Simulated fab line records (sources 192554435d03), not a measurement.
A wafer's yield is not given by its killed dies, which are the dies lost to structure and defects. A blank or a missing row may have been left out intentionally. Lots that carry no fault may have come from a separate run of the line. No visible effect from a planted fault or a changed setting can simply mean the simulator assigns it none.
Which tool did it? :: flow n5 finfet :: 22 lots (66 wafers sampled), 1 step of a 1938-step route

== WHAT THE GAUGES SHOWED, per wafer ==
N5_BEOL_M4_RS_MEAS_58: a four-point-probe measurement. Usual: for M4_RS the level is 0.68 ohm/sq and the standard deviation is 0.031.
lot: L074
measured: day 9 07:41
on: film metro-02
M4_RS (ohm/sq): 0.67 0.67 0.67
flag: 

lot: L075
measured: day 9 11:37
on: film metro-02
M4_RS (ohm/sq): 0.65 0.67 0.70
flag: 

lot: L076
measured: day 9 13:53
on: film metro-01
M4_RS (ohm/sq): 0.69 0.70 0.67
flag: 

lot: L077
measured: day 9 22:36
on: film metro-02
M4_RS (ohm/sq): 0.65 0.70 0.70
flag: 

lot: L078
measured: day 10 03:10
on: film metro-02
M4_RS (ohm/sq): 0.69 0.67 0.65
flag: 

lot: L079
measured: day 10 22:24
on: film metro-02
M4_RS (ohm/sq): 0.74 0.66 0.72
flag: 

lot: L080
measured: day 10 22:47
on: film metro-01
M4_RS (ohm/sq): 0.66 0.69 0.72
flag: 

lot: L081
measured: day 11 01:20
on: film metro-01
M4_RS (ohm/sq): 0.65 0.70 0.68
flag: 

lot: L082
measured: day 11 05:53
on: film metro-02
M4_RS (ohm/sq): 0.72 0.66 0.64
flag: 

lot: L083
measured: day 11 06:58
on: film metro-02
M4_RS (ohm/sq): 0.69 0.73 0.71
flag: 

lot: L084
measured: day 11 12:41
on: film metro-01
M4_RS (ohm/sq): 0.70 0.67 0.67
flag: 

lot: L087
measured: day 11 22:04
on: film metro-02
M4_RS (ohm/sq): 0.70 0.65 0.70
flag: 

lot: L085
measured: day 12 11:33
on: film metro-02
M4_RS (ohm/sq): 0.73 0.75 0.71
flag: 

lot: L086
measured: day 12 16:59
on: film metro-01
M4_RS (ohm/sq): 0.68 0.73 0.69
flag: 

lot: L089
measured: day 12 20:18
on: film metro-02
M4_RS (ohm/sq): 0.67 0.66 0.62
flag: 

lot: L088
measured: day 12 20:56
on: film metro-02
M4_RS (ohm/sq): 0.68 0.69 0.66
flag: 

lot: L092
measured: day 13 05:59
on: film metro-02
M4_RS (ohm/sq): 0.68 0.68 0.73
flag: 

lot: L095
measured: day 14 03:53
on: film metro-02
M4_RS (ohm/sq): 0.69 0.66 0.69
flag: 

lot: L093
measured: day 14 05:21
on: film metro-01
M4_RS (ohm/sq): 0.68 0.70 0.64
flag: 

lot: L094
measured: day 14 16:55
on: film metro-01
M4_RS (ohm/sq): 0.64 0.65 0.69
flag: 

lot: L096
measured: day 15 06:43
on: film metro-02
M4_RS (ohm/sq): 0.65 0.68 0.67
flag: 

lot: L097
measured: day 15 11:17
on: film metro-02
M4_RS (ohm/sq): 0.66 0.64 0.63
flag: 

== TOOL THAT RAN EACH LOT (tool first, then ch and the chambers of the sampled wafers, then the start) ==
No process step before these readings appears in the record.

== WHAT THE TOOLS THEMSELVES READ (means of the sampled wafers that have a number; where no wafer has one, the mark that the record gives instead) ==
The record holds no such reading with a usual standard deviation.

== THE ANSWER, worked out from the rows above alone ==
Rule: a lot counts as off when the mean over its wafers that have a number is more than 3 standard deviations away from the usual mean. Also off: a lot with no number at a reading for which 4 or more lots have one. Any other lot the step has rows for is counted as sound. First the gauges in route order, then the tools' own readings, where a lot's mean is used as printed above. At the first step where some lot is off, the reading lying furthest off is the one used; lots without a number count as furthest.
Across all readings shown, no lot is off: no conclusion can be drawn from this.

== WHAT THE SIMULATOR HAD INSERTED ==
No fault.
